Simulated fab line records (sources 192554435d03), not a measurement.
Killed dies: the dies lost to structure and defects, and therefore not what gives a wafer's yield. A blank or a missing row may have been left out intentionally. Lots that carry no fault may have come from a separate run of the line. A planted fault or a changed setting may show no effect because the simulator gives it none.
fab line records	flow n5-finfet
record: lots: 4	wafers: 12	last-day: 17
route steps=1938 shown BEOL_M3@1009 BEOL_M4@1021 PASSIVATION@1936
lots untouched by any fault: they come from a run of this same line in which no faults occurred
start-h: hours from the record's opening day to when the first of the lot's shown wafers began	wait-h: hours since the lot's step before	" identical to the entry in the row above	L1.1+2: one row covering several wafers at once	- no value, or no start given	* or withheld: withheld	< > ~ a bound
route shown NAME@n: NAME is a module with steps in the file, n the number in the route of the first one	usual: the fault-free wafers' mean and standard deviation	same: alike in all rows	chamber/n: place in a boat	sites: per-site readings	_std_site: standard deviation across them	_edge_site: outer sites' mean less inner sites'	radius-mm: for every site, how far away it sits from the centre of the wafer	mask NAME#n: copy n	behind: the tool/chamber that last shaped the wafer	hold: cause of the lot's hold/its duration in hours/its outcome	device: whichever transistor did not switch (one of n, p or np)	end of line: at the end of the route, the tests of the same wafers	step lacking rows: just its recipe	killed: dies that structure and defects cost at the first sort, which is not the same as the wafer's yield	map: shows each die of a wafer: x if killed, . if not, _ if none is there
set.NAME: setting as actually run; set.NAME@STEP: the setting as run at that earlier step	model.NAME: the simulator's own value behind a step, which no gauge read
lots at selected steps of the route; one table per step, one row per wafer
services: a tool's chamber out of use, with start hour (start-h, from the record's first day; less than 0 if before it), hours out, and reason
== steps ==
step: N5_BEOL_M3_ANNEAL_95
recipe: temp-c: 400	time-s: 240	ambient: vacuum
step: N5_BEOL_M3_SPUTTER_96
recipe: material: Cu	target-thk-a: 45	temp-c: -20	chamber-pressure-pa: 0.07	power-w: withheld	time-s: 8.29
step: N5_BEOL_M3_ECD_50
recipe: material: Cu	target-thk-a: 3000
step: N5_BEOL_M3_ANNEAL_51
recipe: temp-c: 225	time-s: 90	ambient: N2
step: N5_BEOL_M3_CMP_52
recipe: stop-on: SiOC	t-overpolish-s: 6.8	down-force-psi: 1	platen-rpm: 50	clearing-platen-down-force-psi: 1.5	clearing-platen-rpm: 50	post-cmp-clean: cu-alkaline	target-thk-nm: 40	clearing-platen-pad-velocity-m-s: 0.99484	pad-velocity-m-s: 0.99484
step: N5_BEOL_M3_PRE_CLEAN_60
recipe: gas: NH3/H2	time-s: 15	temp-c: *	rf-power-w: 300
step: N5_BEOL_M3_CO_CAP_55
recipe: material: Co	target-thk-a: 20	temp-c: 200	precursor: CCTBA/H2	pressure-torr: 30	time-s: 102.1
step: N5_BEOL_M3_PRE_CLEAN_56
recipe: gas: NH3	time-s: 15	temp-c: withheld	rf-power-w: 300
step: N5_BEOL_M3_DEP_57
recipe: material: SiCN	target-thk-a: 80	temp-c: withheld	precursor: 3MS/NH3	pressure-torr: 3	rf-w: 202	time-s: 14
step: N5_BEOL_M4_ILD_DEP_00
recipe: material: SiOC	target-thk-a: 790	temp-c: 350	precursor: DEMS/O2	pressure-torr: 5	rf-w: 500	time-s: 15.3
usual: heater-power-w: 478/56	showerhead-plenum-p-Torr: 5.695/0.015	throttle-valve-pct: 12.0/0.82
lot.wafer	tool	chamber	start-h	wait-h	heater-power-w	showerhead-plenum-p-Torr	throttle-valve-pct	model.SiOC_of_BEOL_M4_ILD_DEP_00.thk-nm
L978.1	pecvd-02	2	187.12	0.0	455	5.700	11.5	78.4
L978.2	"	0	"	"	531	5.713	11.7	78.6
L978.4	"	1	"	"	490	5.689	11.8	79.4
L990.2	pecvd-02	0	280.80	0.0	562	5.723	12.0	101.6
L990.3	"	1	"	"	496	5.660	11.6	101.2
L990.5	"	1	"	"	500	5.677	11.7	80.2
L991.2	pecvd-02	1	283.17	0.0	464	5.675	11.6	100.4
L991.3	"	2	"	"	442	5.685	11.7	100.6
L991.6	"	0	"	"	510	5.721	12.0	80
L996.1	pecvd-01	2	298.78	0.0	420	5.685	12.1	78
L996.5	"	2	"	"	405	5.677	12.1	79
L996.6	"	0	"	"	575	5.708	14.2	79.6
step: N5_BEOL_M4_THK_MEAS_01
recipe: reads: SiOC_of_BEOL_M4_ILD_DEP_00
usual: M4_ILD_THK: 79.4/1.1
lot.wafer	tool	chamber	start-h	wait-h	M4_ILD_THK[nm]
L978.1	film-metro-01	-	187.18	0.0	78.3
L978.2	"	-	"	"	78.7
L978.4	"	-	"	"	79.5
L990.2	film-metro-02	-	280.87	0.1	101.5
L990.3	"	-	"	"	101.3
L990.5	"	-	"	"	80.2
L991.2	film-metro-02	-	283.24	0.1	100.4
L991.3	"	-	"	"	100.6
L991.6	"	-	"	"	79.9
L996.1	film-metro-01	-	298.85	0.0	78.1
L996.5	"	-	"	"	78.9
L996.6	"	-	"	"	79.7
step: N5_BEOL_M4_PECVD_72
recipe: material: SiO2	target-thk-a: 160	temp-c: 400	precursor: TEOS/O2	pressure-torr: 5.5	rf-w: 450	teos-flow-sccm: 53.8	gas: O2	flow-sccm: 3000	time-s: 18
step: N5_BEOL_M4_HM_DEP_02
recipe: material: TiN	target-thk-a: 200	temp-c: 25	chamber-pressure-pa: 0.49996
step: N5_BEOL_M4_COAT_61
recipe: resist: SOC	temp-c: 250	time-s: 60	spin-rpm: 1500	resist-thk-nm: 60
step: N5_BEOL_M4_COAT_62
recipe: resist: SiARC	temp-c: 220	time-s: 60	spin-rpm: 1500	resist-thk-nm: 12
step: N5_BEOL_M4_COAT_73
recipe: resist: underlayer	temp-c: 205	time-s: 60	spin-rpm: 1500	resist-thk-nm: 5
step: N5_BEOL_M4_COAT_05
recipe: resist: CAR-EUV	spin-rpm: 1500	resist-thk-nm: 30
step: N5_BEOL_M4_EBR_07
recipe: solvent: PGMEA	ebr-width-mm: 1.5
step: N5_BEOL_M4_SOFTBAKE_06
recipe: temp-c: 110	time-s: 60	resist: CAR-EUV
step: N5_BEOL_M4_EXPOSE_08
recipe: mask-id: M4	na: 0.33	source-shape: dipole	sigma-inner: 0.369	sigma-outer: 0.767	polarization: unpolarized	dose-mj: 41.25
step: N5_BEOL_M4_PEB_09
recipe: peb-temp-c: 100	peb-time-s: 60	resist: CAR-EUV
step: N5_BEOL_M4_DEVELOP_10
recipe: develop-time-s: 30	developer: TMAH	resist: CAR-EUV	rinse-liquid: surfactant-rinse	dry: air-spin	dev-temp-c: 23
step: N5_BEOL_M4_DESCUM_16
recipe: chemistry: O2	time-s: 7	source-power-w: 50	bias-power-w: 20	pressure-mtorr: 20	rf-frequency-hz: 2.712e+07	temp-c: 40	resist: CAR-EUV	o2-flow-sccm: 225
step: N5_BEOL_M4_ETCH_74
recipe: chemistry: N2/H2	target: underlayer	target-depth-a: 65	mask-material: CAR-EUV	time-s: 5.2	ion-energy-ev: 200	pressure-mtorr: 30	source-w: 840	bias-w: 150	n2-flow-sccm: 200	h2-flow-sccm: 200	ends: cleared
step: N5_BEOL_M4_ETCH_63
recipe: chemistry: CF4	target: SiARC	target-depth-a: 156	mask-material: CAR-EUV	time-s: 26	ion-energy-ev: 80	pressure-mtorr: 40	source-w: 545	bias-w: 36	Ar_flow_sccm: 100	cf4-flow-sccm: 100	ends: cleared
step: N5_BEOL_M4_ETCH_64
recipe: chemistry: N2/H2	target: SOC	target-depth-a: 750	overetch-a: 225	mask-material: SiARC	temp-c: 40	time-s: 121.9	ion-energy-ev: 200	pressure-mtorr: 30	source-w: 840	bias-w: 150	n2-flow-sccm: 200	h2-flow-sccm: 200
step: N5_BEOL_M4_STRIP_65
recipe: chemistry: N2/H2	temp-c: 40	n2-flow-sccm: 200	h2-flow-sccm: 200	rf-frequency-hz: 6e+07
step: N5_BEOL_M4_STRIP_75
recipe: chemistry: N2/H2	temp-c: 40	n2-flow-sccm: 200	h2-flow-sccm: 200	rf-frequency-hz: 6e+07
step: N5_BEOL_M4_STRIP_66
recipe: chemistry: CF4	resist: SiARC	power-w: 300	bias-power-w: 75	pressure-mtorr: 50	cf4-flow-sccm: 150	rf-frequency-hz: 6e+07
step: N5_BEOL_M4_HM_OPEN_17
recipe: chemistry: Cl2/BCl3	target-depth-a: 200	overetch-a: 60	target: TiN	mask-material: SOC	ion-energy-ev: 150	pressure-mtorr: 10	icp-w: 1000	bias-w: 126	Cl2_flow_sccm: 53.25	bcl3-flow-sccm: 21.75	Ar_flow_sccm: 25
step: N5_BEOL_M4_STRIP_19
recipe: chemistry: O2	power-w: 400	temp-c: 40	pressure-mtorr: 30	rf-frequency-hz: 6e+07	bias-power-w: 0	overash-fraction: 0.2	o2-flow-sccm: 225
step: N5_BEOL_M4_COAT_67
recipe: resist: SOC	temp-c: 250	time-s: 60	spin-rpm: 1500	resist-thk-nm: 60
step: N5_BEOL_M4_COAT_68
recipe: resist: SiARC	temp-c: 220	time-s: 60	spin-rpm: 1500	resist-thk-nm: 12
step: N5_BEOL_M4_COAT_76
recipe: resist: underlayer	temp-c: 205	time-s: 60	spin-rpm: 1500	resist-thk-nm: 5
step: N5_BEOL_M4_COAT_22
recipe: resist: CAR-EUV	spin-rpm: 1500	resist-thk-nm: 30
step: N5_BEOL_M4_CMP_52
recipe: stop-on: SiOC	t-overpolish-s: 6.8	down-force-psi: 1	platen-rpm: 50	clearing-platen-down-force-psi: 1.5	clearing-platen-rpm: 50	post-cmp-clean: cu-alkaline	target-thk-nm: 40	clearing-platen-pad-velocity-m-s: 0.99484	pad-velocity-m-s: 0.99484
usual: head-pressure-psi: 1.0001/0.0022	motor-current-A: 6.3/0.65	platen-rpm: 50.00/0.033
lot.wafer	tool	chamber	start-h	wait-h	head-pressure-psi	motor-current-A	platen-rpm	model.SiOC_of_BEOL_M4_ILD_DEP_00.thk-nm
L978.4	cmp-04	2	203.05	0.1	1.0010	5.4	50.04	76.4
L978.1	"	0	"	"	1.0012	5.9	49.97	75.4
L978.2	"	1	"	"	1.0015	6.1	49.98	75.6
L990.3	cmp-03	3	290.66	0.2	1.0020	7.3	49.92	98.2
L990.2	"	0	"	"	1.0021	5.3	50.00	98.6
L990.5	"	3	"	"	0.9982	7.4	49.97	77.2
L991.3	cmp-04	1	295.69	0.2	1.0005	5.7	49.97	97.6
L991.2	"	2	"	"	0.9986	5.1	49.97	97.4
L991.6	"	1	"	"	0.9979	6.2	50.00	77
L996.1	cmp-04	0	310.33	0.3	0.9997	6.0	49.96	75
L996.6	"	2	"	"	1.0000	5.5	50.06	76.6
L996.5	"	3	"	"	0.9999	7.2	50.00	76
step: N5_BEOL_M4_RC_MEAS_101
usual: CHAIN_V3: 230/10	CHAIN_V3_max_site: 239/12	DIBL_N: 35.3/1.5	DIBL_P: 35.3/1.9	IOFF_N: 0.145/0.027	IOFF_P: 0.20/0.033	ION_N: 670/12	ION_P: 462/6.8	SS_N: 71.3/0.6	SS_P: 73.1/0.7	VT_N: 251/3.4	VT_P: -251/3.2
lot.wafer	tool	chamber	start-h	wait-h	CHAIN_V3[ohm/link]	CHAIN_V3_max_site[ohm/link]	DIBL_N[mV/V]	DIBL_P[mV/V]	IOFF_N[nA/um]	IOFF_P[nA/um]	ION_N[uA/um]	ION_P[uA/um]	SS_N[mV/dec]	SS_P[mV/dec]	VT_N[mV]	VT_P[mV]
L978.1	prober-01	0	203.77	0.0	228	235	35.7	35.9	0.147	0.23	679	471	71.2	72.5	249	-246
L978.2	"	0	"	"	228	238	36.6	37.0	0.159	0.26	674	471	71.5	73.6	248	-245
L978.4	"	0	"	"	247	251	34.1	33.5	0.116	0.19	650	460	70.9	72.8	255	-246
L990.2	prober-01	0	291.39	0.2	-	-	36.8	36.0	0.150	0.20	668	461	72.2	72.9	251	-252
L990.3	"	0	"	"	-	-	38.1	39.3	0.186	0.25	688	467	71.1	73.5	246	-249
L990.5	"	0	"	"	222	231	36.7	37.0	0.159	0.23	671	467	71.5	73.6	251	-254
L991.2	prober-02	0	296.41	0.2	-	-	34.7	35.5	0.141	0.20	684	465	71.5	73.5	253	-250
L991.3	"	0	"	"	-	-	36.9	38.2	0.172	0.25	688	473	71.8	74.2	250	-248
L991.6	"	0	"	"	230	236	34.4	35.3	0.136	0.20	674	465	71.1	74.1	249	-253
L996.1	prober-01	0	310.90	0.0	263	274	36.0	36.0	0.154	0.20	681	461	71.8	72.8	250	-250
L996.5	"	0	"	"	239	243	33.1	32.6	0.111	0.16	655	454	70.7	72.1	255	-253
L996.6	"	0	"	"	250	264	35.5	35.3	0.146	0.21	669	463	70.7	72.9	248	-247
sites CHAIN_V3 radius-mm=0,75,75,75,75,140,140,140,140
L978.1 224 230 228 228 228 225 221 217 235
L996.1 256 268 274 270 266 247 263 241 257
step: N5_PASSIVATION_PROBE_49
usual: defect-limited-yield: 91.2/1.5	killed_at_M0_to_M3: 34/11	killed_at_M4_up: 14/5.4	killed-at-contacts: 12/5.9	killed-at-front-end: 40/12	killed-at-other: 4/3.3	killed-dies: 103/18	killed-open: 68/13	killed-short: 34/7.5	sort_bin_5_function: 5.1/1	sort_bin_6_memory: 3.3/0.7	sort_bin_8_speed: 0.03/0.27	sort-n-pass: 1076/18	sort-yield-pct: 91.2/1.5
same: gross-dies: 1180	killed-at-back-side: 0	sort_bin_4_leakage[%]: 0
lot.wafer	tool	chamber	start-h	wait-h	defect-limited-yield[%]	killed_at_M0_to_M3	killed_at_M4_up	killed-at-contacts	killed-at-front-end	killed-at-other	killed-dies	killed-open	killed-short	sort_bin_5_function[%]	sort_bin_6_memory[%]	sort_bin_8_speed[%]	sort-n-pass	sort-yield-pct[%]
L990.2	prober-01	-	396.27	0.6	87.0	26	71	3	46	7	153	66	26	9.7	3.1	0	1027	87.0
L990.3	prober-01	-	396.32	0.7	84.7	26	72	19	57	6	180	90	37	11.4	3.5	0	1000	84.7
L990.5	prober-01	-	396.42	0.8	89.4	35	13	6	61	10	125	87	37	5.8	4.2	0	1055	89.4
L991.2	prober-01	-	398.43	2.1	85.5	29	88	12	40	2	171	68	27	10.8	3.2	0	1009	85.5
L991.3	prober-01	-	398.48	2.2	83.4	48	71	10	60	7	196	95	40	11.4	4.8	0	984	83.4
killed by level:class
L990.2 BEOL_M4:area-dep=58 FIN_SAQP:geometric-particle:open=12 BEOL_M3:geometric-particle:open=9 STI_FIN_REVEAL:geometric-particle:open=7 BEOL_M4:geometric-particle:open=7 FIN_SAQP:geometric-particle:short=5 GATE_CUT:geometric-particle:open=5 BEOL_M0_SAQP:geometric-particle:open=5
L990.3 BEOL_M4:area-dep=53 FIN_SAQP:geometric-particle:open=20 FIN_SAQP:geometric-particle:short=19 MOL_CONTACT_COAG:geometric-particle:open=18 BEOL_M4:geometric-particle:open=13 BEOL_M2:geometric-particle:open=7 BEOL_M0_SAQP:geometric-particle:open=5 PAD_METAL:geometric-particle:open=4
L990.5 STI_FIN_REVEAL:geometric-particle:open=21 BEOL_M2:geometric-particle:open=15 FIN_SAQP:geometric-particle:open=13 BEOL_M4:geometric-particle:open=8 GATE_CUT:geometric-particle:short=6 DUMMY_GATE:geometric-particle:open=4 MOL_CONTACT_COAG:geometric-particle:open=4 BEOL_M1:geometric-particle:open=4
L991.2 BEOL_M4:area-dep=76 BEOL_M2:geometric-particle:open=11 MOL_CONTACT_COAG:geometric-particle:open=10 STI_FIN_REVEAL:geometric-particle:open=8 DUMMY_GATE:geometric-particle:open=8 FIN_SAQP:geometric-particle:open=5 BEOL_M7:geometric-particle:open=5 FIN_SAQP:geometric-particle:short=4
L991.3 BEOL_M4:area-dep=61 FIN_SAQP:geometric-particle:short=17 FIN_SAQP:geometric-particle:open=13 BEOL_M0_SAQP:geometric-particle:open=13 BEOL_M2:geometric-particle:open=11 MOL_CONTACT_COAG:geometric-particle:open=10 BEOL_M1:geometric-particle:open=10 STI_FIN_REVEAL:geometric-particle:open=9
map L990.3 (x killed, . not)
_________________........x.x.________________
______________....x............._____________
___________.......x................__________
__________.xx....x..........x......._________
________....x....xx..................._______
_______..x...................xx........______
______........xx......x......x......x.x._____
_____.........................x..........____
____............x...............x.....x.x.___
___x........x.x...x.....x..................__
___x....x.....x.......x.xx...x.............__
__x..................xx..xx...x............._
__......x.x.x..x...xx....xx.x......x.......x_
_.........x....x.....xxx....x.............x..
_........xxx....xx...xx.xxx.xx....x....x.....
_.......x.........x.x.x..xxx...x.............
_...........xx....x..x..x...x................
_.x............x.x.xxxxx.x...x.x...x.........
_..x...............x.x.xx.x...x..x...........
_.........x.....x..x..x.xx..xx......x........
_..x....x.....x..x.xx...xx...x...............
__.......x......x......x........xx...x......_
__x................xx..xxx.x....x..........._
___........x.........x.xxx......xx......x..__
___..xx......x.......x..............x......__
____.........x.x...x..........x........x.x___
_____.........x..........x..x..x....x....____
______...................x...........x.x_____
_______.....x..........................______
________.......x..........xx...x.....x_______
__________.......x.................._________
___________......x.................__________
______________.........x........_____________
_________________....x...xx..________________
map L991.3 (x killed, . not)
_________________.....x...x..________________
______________......x.x....xx..._____________
___________..x....x.......x......x.__________
__________...........x.............._________
________..x.x...x..............x......_______
_______...x.............x.....x.....x..______
______....xx..xx..x...x.x..............._____
_____...........x......x..x.x.......xx...____
____................x..............xx.....___
___...x....xx..........x.xx................__
___............x....x.........x............__
__............x..........x.................._
__.x......x....x.x.x........................_
_......x............x.xxxx..x.x..........x.x.
_..........x...xx.x.xxxxx..xx.x..xx..........
_.....x.........xx..xxxx...x..x..............
_.x..............xxxxxxxx.x.x.xxx...xx.......
_..................xxx.x.xxx.................
_..............x...x.x.x...xx..xx...x.xx...x.
_.x.xx....xx..x...xx.x..x.x..x..x...........x
_.................xx...x.xxx..x....x.........
__.xxx.....x.x........xx................x..._
__.............x..xx...x.......x.........x.._
___.............xx...x.....xx.x...x....x...__
___.x.x..x...x........x..........x..x......__
____...x..............................x...___
_____...x....x............x....x.........____
______....xx.............x.......x......_____
_______............x.....x........x....______
________..x..........................._______
__________..x...x..........xx......._________
___________.x.........x..........x.__________
______________x.xx........x....._____________
_________________...........x________________
== services ==
tool	chamber	start-h	hours	kind
cmp-03	-	165.96	-	consumable-replace:conditioner
cmp-03	-	165.96	-	consumable-replace:pad
cmp-03	-	168.83	0.2	repair
pecvd-02	1	205.32	29.0	repair
cmp-03	-	223.88	5.6	pm
cmp-04	-	225.29	3.4	repair
cmp-04	-	234.57	4.0	pm
pecvd-01	1	235.83	46.6	repair
cmp-04	-	238.57	-	consumable-replace:conditioner
cmp-04	-	238.57	-	consumable-replace:pad
pecvd-02	-	241.27	0.6	repair
cmp-03	-	245.63	6.0	pm
pecvd-02	2	258.87	2.1	scheduled-down
pecvd-01	-	271.40	0.5	repair
pecvd-01	2	273.42	4.2	repair
pecvd-01	0	309.20	5.5	scheduled-down
== key ==
first-sign: step: N5_BEOL_M4_THK_MEAS_01	reading: M4_ILD_THK	direction: up	sigmas: 20	usual: 79.4	struck: 101.0
effect: step: N5_BEOL_M4_RC_MEAS_101	reading: CHAIN_V3	direction: missing
effect: step: N5_BEOL_M4_RC_MEAS_101	reading: CHAIN_V3_max_site	direction: missing
effect: step: N5_PASSIVATION_PROBE_49	reading: killed_at_M4_up	direction: up	sigmas: 11	usual: 14	struck: 76
model-effect: step: N5_BEOL_M4_ILD_DEP_00	value: SiOC_of_BEOL_M4_ILD_DEP_00.thk-nm	without: 78.95	struck: 101
model-effect: step: N5_BEOL_M4_CMP_52	value: SiOC_of_BEOL_M4_ILD_DEP_00.thk-nm	without: 75.95	struck: 97.95
more-kills-born-at: N5_BEOL_M4_ILD_DEP_00@pecvd-02: 248
met-at N5_BEOL_M4_ILD_DEP_00
struck-wafers L990.2,L990.3,L991.2,L991.3
onset-between 187.12 280.80
fault: kind: process-parameter-drift	tool: pecvd-02	chamber: -	onset-h: 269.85	steps: N5_BEOL_M4_ILD_DEP_00	channel: time-s	offset: *	shape: step	end-h: 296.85	scope: struck-wafers-only	acts-in: *	stated: *
